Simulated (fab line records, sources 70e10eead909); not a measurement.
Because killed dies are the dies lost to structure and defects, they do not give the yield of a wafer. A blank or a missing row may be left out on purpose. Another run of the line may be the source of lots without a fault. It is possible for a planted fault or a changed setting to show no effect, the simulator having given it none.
Which of the tools did it?    flow nand harc    Sampling: 14 lots, 42 wafers, 6 of 1159 route steps

## WHAT THE GAUGES READ, wafer by wafer
NHARC_A_START_INSPECT_01. Usual: raw defect count reads 3.5 (standard deviation 2).
lot   measured      on                 raw defect count  flag
L224  day 6 10:58   defect inspect-02  3 5 3             
L227  day 7 05:52   defect inspect-01  1 5 5             
L229  day 7 20:08   defect inspect-01  4 3 0             
L228  day 7 20:52   defect inspect-01  3 8 3             
L230  day 7 21:14   defect inspect-02  6 3 2             
L232  day 8 14:05   defect inspect-01  0 6 2             
L237  day 9 19:14   defect inspect-02  3 8 6             
L236  day 9 21:03   defect inspect-01  8 3 3             
L243  day 11 01:05  defect inspect-02  4 2 2             
L242  day 11 02:10  defect inspect-02  6 3 9             
L245  day 11 12:07  defect inspect-02  5 0 3             
L244  day 11 13:28  defect inspect-02  2 5 5             
L246  day 11 21:15  defect inspect-02  3 5 2             
L247  day 12 03:24  defect inspect-02  5 0 5             

NHARC_A_ONON_D1_THK_MEAS_05: measures by ellipsometry. Usual: thk nm reads 1002 nm (standard deviation 11).
lot   measured      on             thk nm (nm)                    flag
L224  day 7 15:38   film metro-02  998 998 998                    
L227  day 8 08:18   film metro-01  993 995 993                    
L229  day 8 22:20   film metro-01  1479 1480 1479 1480 1481 1481  OFF
L228  day 8 22:18   film metro-02  1014 1013 1014                 
L230  day 8 22:20   film metro-02  996 994 995                    
L232  day 9 14:50   film metro-02  1496 1498 1497 1499 1498 1497  OFF
L237  day 10 22:51  film metro-01  993 990 993                    
L236  day 10 22:43  film metro-02  997 996 998                    
L243  day 12 00:41  film metro-01  1010 1010 1009                 
L242  day 12 00:59  film metro-01  997 998 1000                   
L245  day 12 12:43  film metro-02  1012 1010 1011                 
L244  day 12 12:40  film metro-01  1026 1024 1026                 
L246  day 12 22:01  film metro-01  1009 1010 1011                 
L247  day 13 05:22  film metro-02  1000 1000 998                  

NHARC_A_ONON_D1_THK_MEAS_18: measures by ellipsometry. Usual: thk nm reads 1008 nm (standard deviation 11).
lot   measured      on             thk nm (nm)     flag
L224  day 8 00:07   film metro-01  1008 1010 1010  
L227  day 8 17:08   film metro-02  1021 1022 1023  
L229  day 9 13:57   film metro-01  1011 1010 1009  
L228  day 9 07:07   film metro-02  1008 1009 1010  
L230  day 9 07:29   film metro-02  1017 1017 1017  
L237  day 11 08:41  film metro-01  1004 1006 1007  
L236  day 11 08:41  film metro-02  989 987 986     
L243  day 12 09:45  film metro-02  996 994 994     
L242  day 12 10:06  film metro-02  1021 1021 1022  
L245  day 12 23:13  film metro-01  994 994 994     
L244  day 12 23:13  film metro-02  1008 1007 1009  
L246  day 13 07:50  film metro-02  1011 1013 1012  
L247  day 13 18:36  film metro-02  998 996 997     

NHARC_END_SORT_01. Usual: defect limited yield 95.1 %, standard deviation 1.8; killed at array 29, standard deviation 11; killed at other 0.6, standard deviation 0.89; killed at periphery 3.8, standard deviation 2.8; killed dies 33, standard deviation 12; killed open 3.5, standard deviation 1.9; killed short 1.9, standard deviation 1.3; sort_bin_2_pct 1.5 %, standard deviation 0.72; sort_bin_3_pct 0.28 %, standard deviation 0.23; sort_bin_4_pct 3.1 %, standard deviation 1.2; sort n pass 644, standard deviation 12; sort rim yield pct 94.8 %, standard deviation 2.9; sort yield pct 95.1 %, standard deviation 1.8.
lot   measured      on         defect limited yield (%)  killed at array  killed at other  killed at periphery  killed dies  killed open  killed short  sort_bin_2_pct (%)  sort_bin_3_pct (%)  sort_bin_4_pct (%)  sort n pass  sort rim yield pct (%)  sort yield pct (%)  flag
L230  day 21 02:50  prober-02  95.0 97.3 95.7            29 16 22         0 1 0            5 1 7                34 18 29     6 0 2        0 2 2         1.6 0.9 1.9         0.15 0.30 0.15      3.2 1.5 2.2         643 659 648  98.1 96.2 95.3          95.0 97.3 95.7      
L237  day 22 10:07  prober-01  93.6 92.2 93.5            38 48 35         1 1 2            4 4 7                43 53 44     5 4 3        3 2 2         1.9 3.1 2.5         0.30 0.30 0.30      4.1 4.4 3.7         634 624 633  92.5 96.2 94.3          93.6 92.2 93.5      
L236  day 21 20:49  prober-02  96.0 93.9 96.2            25 39 23         2 0 2            0 2 1                27 41 26     1 5 1        2 5 2         1.2 2.1 0.6         0.44 0.44 0.30      2.4 3.5 3.0         650 636 651  94.3 98.1 95.3          96.0 93.9 96.2      

## TOOL THAT RAN EACH LOT (tool first, then ch and the chambers of the sampled wafers, then the start)
lot   NHARC_A_ONON_D1_DEP_03            NHARC_A_ONON_D1_DEP_33
L224  pecvd onon-04 ch 0, day 7 15:11   pecvd-02 ch 0,1, day 8 02:41
L227  pecvd onon-03 ch 0, day 8 07:47   pecvd-04 ch 0,1,2, day 8 19:27
L229  pecvd onon-04 ch 0, day 8 21:53   pecvd-02 ch 0,1, day 9 17:38
L228  pecvd onon-03 ch 0, day 8 21:47   pecvd-02 ch 0,1,2, day 9 09:58
L230  pecvd onon-01 ch 0, day 8 21:56   pecvd-03 ch 0,1, day 9 10:20
L232  pecvd onon-04 ch 0, day 9 14:23   -
L237  pecvd onon-01 ch 0, day 10 22:20  pecvd-04 ch 0,1,2, day 11 11:20
L236  pecvd onon-03 ch 0, day 10 22:16  pecvd-04 ch 0,2, day 11 11:04
L243  pecvd onon-04 ch 0, day 12 00:10  pecvd-03 ch 0,1, day 12 12:25
L242  pecvd onon-03 ch 0, day 12 00:28  pecvd-03 ch 0,1,2, day 12 12:55
L245  pecvd onon-03 ch 0, day 12 12:16  pecvd-02 ch 1,2, day 13 01:35
L244  pecvd onon-04 ch 0, day 12 12:10  pecvd-03 ch 1,2, day 13 01:37
L246  pecvd onon-04 ch 0, day 12 21:34  pecvd-04 ch 0,1, day 13 10:10
L247  pecvd onon-04 ch 0, day 13 04:51  pecvd-02 ch 0,1,2, day 13 21:08
- NHARC_A_ONON_D1_DEP_03: target thk 1000 nm.
- NHARC_A_ONON_D1_DEP_33: deposits SiO2, target thk 200 nm.

## WHAT THE TOOLS THEMSELVES READ (means of the sampled wafers that have a number; where no wafer has one, the mark that the record gives instead)
NHARC_A_ONON_D1_DEP_33. Usual: heater power w 575 W, standard deviation 100; throttle valve pct 15.79 %, standard deviation 0.29.
lot   tool      heater power w (W)  throttle valve pct (%)  flag
L224  pecvd-02  528                 15.82                   
L227  pecvd-04  555                 15.77                   
L229  pecvd-02  530                 15.57                   
L228  pecvd-02  664                 15.50                   
L230  pecvd-03  472                 15.76                   
L237  pecvd-04  558                 15.56                   
L236  pecvd-04  626                 15.66                   
L243  pecvd-03  548                 15.99                   
L242  pecvd-03  556                 16.02                   
L245  pecvd-02  627                 15.99                   
L244  pecvd-03  553                 15.98                   
L246  pecvd-04  551                 15.41                   
L247  pecvd-02  637                 15.87                   

## THE ANSWER, worked out from the rows above alone
Rule: a lot counts as off when the mean over its wafers that have a number is more than 3 standard deviations away from the usual mean. Also off: a lot with no number at a reading for which 4 or more lots have one. Where the step has rows for the other lots, those lots are counted as sound. Order of review: gauges by route order, followed by the tools' own readings, for which a lot's mean as printed above is used. The first step at which some lot is off is used, and at that step the reading that is off furthest; a lot without a number counts as furthest.
Off: L229, L232, at NHARC_A_ONON_D1_THK_MEAS_05 (thk nm).
If a tool, at a process step before that reading, ran all the lots that are off and no sound lot after the first of them, it fits. Gauges at NHARC_A_ONON_D1_THK_MEAS_05: tried the same way as those tools. No candidate that was tried fits.

## WHAT WAS PUT IN BY THE SIMULATOR
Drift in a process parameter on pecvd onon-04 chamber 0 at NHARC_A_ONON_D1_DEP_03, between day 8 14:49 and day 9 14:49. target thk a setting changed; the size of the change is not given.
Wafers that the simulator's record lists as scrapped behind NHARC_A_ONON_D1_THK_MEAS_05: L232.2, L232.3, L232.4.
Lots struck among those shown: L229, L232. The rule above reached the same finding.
